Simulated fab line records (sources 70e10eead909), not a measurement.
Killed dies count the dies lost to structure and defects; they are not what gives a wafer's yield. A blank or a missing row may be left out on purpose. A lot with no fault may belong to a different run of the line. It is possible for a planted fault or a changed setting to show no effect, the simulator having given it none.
Which tool did it? ; flow nand harc ; 12 lots with 36 wafers sampled at 5 steps, on a route of 1159 steps

== WHAT THE GAUGES READ, wafer by wafer ==
NHARC_THIN_TSV_CD_MEAS_12 targets a cd of 1000 nm. Usual: cd nm at 1000.2 nm, with a standard deviation of 1.6.
lot;measured;on;cd nm (nm);flag
L924;day 18 23:11;cd sem-02;998.8 997.7 998.3;
L923;day 19 00:17;cd sem-01;999.1 1001.4 998.3;
L925;day 19 06:35;cd sem-02;1002.8 999.6 997.2;
L928;day 19 07:48;cd sem-02;1001.1 999.2 1000.9;
L926;day 19 15:53;cd sem-01;1002.1 1001.9 1000.9;
L922;day 20 02:26;cd sem-02;1000.0 1002.1 1000.0;
L935;day 22 00:26;cd sem-03;1001.0 996.9 1000.0;
L939;day 23 05:25;cd sem-02;999.4 998.6 1001.7;
L940;day 23 06:56;cd sem-01;1002.4 1004.5 1001.3;
L941;day 23 09:51;cd sem-01;1003.5 999.8 1001.7;
L943;day 23 17:51;cd sem-02;999.3 1002.2 997.5;
L944;day 23 19:10;cd sem-02;1001.8 999.4 1000.1;

NHARC_END_SORT_01. Usual: killed at array 21, standard deviation 8.9; killed at other 0.8, standard deviation 1.3; killed at periphery 3.6, standard deviation 2.4; killed dies 26, standard deviation 8.9; killed open 3.1, standard deviation 1.8; killed short 1.9, standard deviation 1.3.
lot;measured;on;killed at array;killed at other;killed at periphery;killed dies;killed open;killed short;flag
L935;day 22 19:32;prober-01;30 88 28;2 0 0;7 8 0;39 96 28;4 4 4;1 2 0;OFF

== WHICH TOOL RAN EACH LOT (tool, then ch and the chambers of the sampled wafers, then the start) ==
lot;NHARC_A_CONTACT_STRIP_104;NHARC_HYBRID_BOND_ACTIVATE_00;NHARC_THIN_TSV_PRE_CLEAN_54
L924;rie diel-03 ch 1,2,3, day 17 02:40;rie diel-08 ch 0,3, day 18 10:43;pvd sputter-01, day 19 04:10
L923;rie diel-06 ch 0,1, day 17 04:02;rie diel-08 ch 1,3, day 18 13:37;pvd sputter-03, day 19 05:09
L925;rie diel-03 ch 2,3, day 17 05:54;rie diel-08 ch 0,1,2, day 18 15:10;pvd sputter-01, day 19 11:36
L928;rie diel-06 ch 0,2,3, day 17 17:23;rie diel-08 ch 1,2, day 18 18:24;pvd sputter-02, day 19 12:51
L926;rie diel-06 ch 0,2,3, day 17 22:37;rie diel-13 ch 1,3, day 19 00:59;pvd sputter-02, day 19 20:45
L922;rie diel-06 ch 0,2,3, day 18 06:40;rie diel-08 ch 0,3, day 19 13:58;pvd sputter-02, day 20 07:16
L935;rie diel-06 ch 0,2,3, day 19 17:50;rie diel-08 ch 0,1, day 21 11:57;pvd sputter-01, day 22 05:30
L939;rie diel-07 ch 1,2,3, day 21 10:56;rie diel-08 ch 0,3, day 22 16:55;pvd sputter-01, day 23 10:35
L940;rie diel-07 ch 0,1, day 21 12:01;rie diel-08 ch 0,2, day 22 19:59;pvd sputter-03, day 23 11:46
L941;rie diel-07 ch 0,1, day 21 16:11;rie diel-08 ch 0,3, day 22 20:19;pvd sputter-02, day 23 14:44
L943;rie diel-07 ch 0,2,3, day 22 01:40;rie diel-13 ch 0,1,3, day 23 04:27;pvd sputter-02, day 23 22:50
L944;rie diel-07 ch 0,1,2, day 22 07:26;rie diel-08 ch 0,3, day 23 08:15;pvd sputter-03, day 24 00:10
- NHARC_A_CONTACT_STRIP_104: strips in CF4/CHF3.
- NHARC_HYBRID_BOND_ACTIVATE_00: chemistry N2, time 60 s.
- NHARC_THIN_TSV_PRE_CLEAN_54: time 30 s.

== WHAT THE TOOLS THEMSELVES READ (means of the sampled wafers that have a number; where no wafer has one, the mark that the record gives instead) ==
NHARC_HYBRID_BOND_ACTIVATE_00. Usual: drypump motor current A 6.0 A, standard deviation 0.41; oes product au 0.996 a.u., standard deviation 0.0099; rf vpp V 64.1 V, standard deviation 0.86; showerhead plenum p Torr 1.75 Torr, standard deviation 0.068.
lot;tool;drypump motor current A (A);oes product au (a.u.);rf vpp V (V);showerhead plenum p Torr (Torr);flag
L924;rie diel-08;5.8;0.994;64.6;1.77;
L923;rie diel-08;6.4;0.990;64.2;1.70;
L925;rie diel-08;6.2;0.991;64.6;1.77;
L928;rie diel-08;6.5;0.992;64.2;1.74;
L926;rie diel-13;5.5;1.005;64.1;1.82;
L922;rie diel-08;5.9;0.995;63.8;1.73;
L935;rie diel-08;6.1;1.001;64.0;1.78;
L939;rie diel-08;5.9;1.002;64.6;1.72;
L940;rie diel-08;5.9;0.998;64.2;1.80;
L941;rie diel-08;5.9;0.992;62.8;1.77;
L943;rie diel-13;5.5;1.009;64.8;1.82;
L944;rie diel-08;5.9;0.995;64.1;1.72;

NHARC_THIN_TSV_PRE_CLEAN_54. Usual: heater power w 410 W, standard deviation 44; susceptor temp C 280.01 C, standard deviation 0.18.
lot;tool;heater power w (W);susceptor temp C (C);flag
L924;pvd sputter-01;400;280.16;
L923;pvd sputter-03;398;-;OFF
L925;pvd sputter-01;396;-;OFF
L928;pvd sputter-02;397;279.95;
L926;pvd sputter-02;395;280.05;
L922;pvd sputter-02;385;280.04;
L935;pvd sputter-01;398;280.11;
L939;pvd sputter-01;410;280.00;
L940;pvd sputter-03;395;280.06;
L941;pvd sputter-02;431;-;OFF
L943;pvd sputter-02;398;-;OFF
L944;pvd sputter-03;397;279.97;

== THE ANSWER, worked out from the rows above alone ==
Rule: a lot counts as off when the mean over its wafers that have a number is more than 3 standard deviations away from the usual mean. Also off: a lot with no number at a reading for which 4 or more lots have one. The other lots that the step has rows for count as sound. The gauges are gone through in route order, then the tools' own readings, and for those a lot's mean is taken as printed above. The first step at which some lot is off is used, and at that step the reading that is off furthest; a lot without a number counts as furthest.
Off at NHARC_END_SORT_01 (killed dies): L935. Neither off nor sound, because the step has no rows for them: L924, L923, L925, L928, L926, L922, L939, L940, L941, L943, L944.
If a tool, at a process step before that reading, ran all the lots that are off and no sound lot after the first of them, it fits. The gauges at NHARC_END_SORT_01 are tried like those tools. Can't be told from this: 4 tools fit, rie diel-06 at NHARC_A_CONTACT_STRIP_104, rie diel-08 at NHARC_HYBRID_BOND_ACTIVATE_00, pvd sputter-01 at NHARC_THIN_TSV_PRE_CLEAN_54, prober-01 at NHARC_END_SORT_01.

== WHAT WAS PUT IN BY THE SIMULATOR ==
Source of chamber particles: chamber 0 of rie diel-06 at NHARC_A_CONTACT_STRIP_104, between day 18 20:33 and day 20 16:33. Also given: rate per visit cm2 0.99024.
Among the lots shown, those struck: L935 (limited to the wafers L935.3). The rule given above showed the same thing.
